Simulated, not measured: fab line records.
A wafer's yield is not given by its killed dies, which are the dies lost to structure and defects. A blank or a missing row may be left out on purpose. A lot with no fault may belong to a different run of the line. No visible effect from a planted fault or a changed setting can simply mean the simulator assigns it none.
Split-lot study / flow n5_finfet / 7 lots, 21 wafers read, on a route of 1938 steps

## ON THE SPLIT
At N5_BEOL_M7_DESCUM_33 (chemistry O2, time 7 s), the setting time_s was moved away from the recipe's 7 s on 8 of the 21 wafers read, by -15.8% to +8.6%. For the rest of the wafers, this setting stayed at what the recipe calls for.

## FROM SPLIT TO READING: 1 step shown by the file between the two
- N5_BEOL_M7_ETCH_72: etches underlayer in N2/H2, target depth 6.5 nm, time 5.2 s

## THE READING
CAR-EUV_of_BEOL_M7_COAT_22.thk_nm (the simulator's own value, which no gauge read), in nm, at N5_BEOL_M7_ETCH_65 (etches SiARC in CF4, target depth 15.6 nm, time 26 s). The file gives no usual value for it. Here, 13 wafers ran the recipe; their average is 11.2 nm with a standard deviation of 0.14 nm.

wafer=L074.1; tool, chamber at the split=rie_diel-03, 0,1; time_s as run, s=7; against the recipe=recipe; CAR-EUV_of_BEOL_M7_COAT_22.thk_nm, nm=11.2; against lot-mates on the recipe=-
wafer=L074.5; tool, chamber at the split=rie_diel-03, 0; time_s as run, s=7.604; against the recipe=+8.6%; CAR-EUV_of_BEOL_M7_COAT_22.thk_nm, nm=10.8; against lot-mates on the recipe=-0.3
wafer=L074.6; tool, chamber at the split=rie_diel-03, 0,1; time_s as run, s=7; against the recipe=recipe; CAR-EUV_of_BEOL_M7_COAT_22.thk_nm, nm=11; against lot-mates on the recipe=-
wafer=L075.2; tool, chamber at the split=rie_diel-03, 0; time_s as run, s=6.508; against the recipe=-7.0%; CAR-EUV_of_BEOL_M7_COAT_22.thk_nm, nm=11.6; against lot-mates on the recipe=+0.2
wafer=L075.5; tool, chamber at the split=rie_diel-03, 2; time_s as run, s=6.508; against the recipe=-7.0%; CAR-EUV_of_BEOL_M7_COAT_22.thk_nm, nm=11.6; against lot-mates on the recipe=+0.2
wafer=L075.6; tool, chamber at the split=rie_diel-03, 1; time_s as run, s=7; against the recipe=recipe; CAR-EUV_of_BEOL_M7_COAT_22.thk_nm, nm=11.4; against lot-mates on the recipe=-
wafer=L076.3; tool, chamber at the split=rie_diel-03, 1,3; time_s as run, s=6.51; against the recipe=-7.0%; CAR-EUV_of_BEOL_M7_COAT_22.thk_nm, nm=11.2; against lot-mates on the recipe=+0.2
wafer=L076.4; tool, chamber at the split=rie_diel-03, 1,3; time_s as run, s=6.51; against the recipe=-7.0%; CAR-EUV_of_BEOL_M7_COAT_22.thk_nm, nm=11.2; against lot-mates on the recipe=+0.2
wafer=L076.5; tool, chamber at the split=rie_diel-03, 1; time_s as run, s=7; against the recipe=recipe; CAR-EUV_of_BEOL_M7_COAT_22.thk_nm, nm=11; against lot-mates on the recipe=-
wafer=L083.1; tool, chamber at the split=rie_diel-02, 3; time_s as run, s=5.894; against the recipe=-15.8%; CAR-EUV_of_BEOL_M7_COAT_22.thk_nm, nm=11.8; against lot-mates on the recipe=+0.6
wafer=L083.4; tool, chamber at the split=rie_diel-02, 2,0; time_s as run, s=7; against the recipe=recipe; CAR-EUV_of_BEOL_M7_COAT_22.thk_nm, nm=11.2; against lot-mates on the recipe=-
wafer=L083.5; tool, chamber at the split=rie_diel-02, 2,0; time_s as run, s=7; against the recipe=recipe; CAR-EUV_of_BEOL_M7_COAT_22.thk_nm, nm=11.2; against lot-mates on the recipe=-
wafer=L091.3; tool, chamber at the split=rie_diel-03, 2,3; time_s as run, s=7; against the recipe=recipe; CAR-EUV_of_BEOL_M7_COAT_22.thk_nm, nm=11.2; against lot-mates on the recipe=-
wafer=L091.4; tool, chamber at the split=rie_diel-03, 1; time_s as run, s=6.378; against the recipe=-8.9%; CAR-EUV_of_BEOL_M7_COAT_22.thk_nm, nm=11.4; against lot-mates on the recipe=+0.1
wafer=L091.5; tool, chamber at the split=rie_diel-03, 2,3; time_s as run, s=7; against the recipe=recipe; CAR-EUV_of_BEOL_M7_COAT_22.thk_nm, nm=11.4; against lot-mates on the recipe=-
wafer=L094.1; tool, chamber at the split=rie_diel-04, 2,1; time_s as run, s=7; against the recipe=recipe; CAR-EUV_of_BEOL_M7_COAT_22.thk_nm, nm=11; against lot-mates on the recipe=-
wafer=L094.2; tool, chamber at the split=rie_diel-04, 2,1; time_s as run, s=7; against the recipe=recipe; CAR-EUV_of_BEOL_M7_COAT_22.thk_nm, nm=11; against lot-mates on the recipe=-
wafer=L094.3; tool, chamber at the split=rie_diel-04, 3; time_s as run, s=6.495; against the recipe=-7.2%; CAR-EUV_of_BEOL_M7_COAT_22.thk_nm, nm=11.2; against lot-mates on the recipe=+0.2
wafer=L093.2; tool, chamber at the split=rie_diel-04, 2,3,3; time_s as run, s=7; against the recipe=recipe; CAR-EUV_of_BEOL_M7_COAT_22.thk_nm, nm=11.2; against lot-mates on the recipe=-
wafer=L093.4; tool, chamber at the split=rie_diel-04, 2,3,3; time_s as run, s=7; against the recipe=recipe; CAR-EUV_of_BEOL_M7_COAT_22.thk_nm, nm=11.2; against lot-mates on the recipe=-
wafer=L093.3; tool, chamber at the split=rie_diel-04, 2,3,3; time_s as run, s=7; against the recipe=recipe; CAR-EUV_of_BEOL_M7_COAT_22.thk_nm, nm=11; against lot-mates on the recipe=-
If several chambers appear in one row, that row covers several wafers at once and the file leaves open which wafer was in which chamber.

FIT RESULTS
A straight line over all 21 wafers: CAR-EUV_of_BEOL_M7_COAT_22.thk_nm changes by -0.0358 nm for each +1% of time_s; r = -0.77; the points scatter about the line by 0.16 nm.
The same after taking each lot's own level away (the mean of its wafers on the recipe; 21 wafers): -0.0315 nm for each +1%; r = -0.91; scatter 0.076 nm.
That fit puts the effect of the largest move of time_s on the reading at 0.5 nm.
Measured against the standard deviation above, the lots' own levels, which go from 11.00 to 11.40 nm, span 2.9 times it.
So the lot-to-lot level blurs the effect unless lot-mates are compared.
Check: for one of the wafers moved furthest among these (-15.8%), held out of the fit, the line's prediction against its lot-mates is +0.417 nm. Against them it came out at +0.6 nm.

## THE WHOLE CHAIN: every reading that the file lists as answering this split, in the file's order
step=N5_BEOL_M7_DESCUM_33; what it does=chemistry O2, time 7 s; reading=CAR-EUV_of_BEOL_M7_COAT_22.thk_nm (the simulator's own value, which no gauge read); change (the file's fit)=-0.0242 nm for each +1% of the setting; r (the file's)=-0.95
step=N5_BEOL_M7_ETCH_72; what it does=etches underlayer in N2/H2, target depth 6.5 nm, time 5.2 s; reading=CAR-EUV_of_BEOL_M7_COAT_22.thk_nm (the simulator's own value, which no gauge read); change (the file's fit)=-0.035 nm for each +1% of the setting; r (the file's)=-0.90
step=N5_BEOL_M7_ETCH_65; what it does=etches SiARC in CF4, target depth 15.6 nm, time 26 s; reading=CAR-EUV_of_BEOL_M7_COAT_22.thk_nm (the simulator's own value, which no gauge read); change (the file's fit)=-0.0311 nm for each +1% of the setting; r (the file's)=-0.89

## FILE'S OWN FIT
CAR-EUV_of_BEOL_M7_COAT_22.thk_nm changes by -0.0311 nm for each +1% of time_s, r = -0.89.
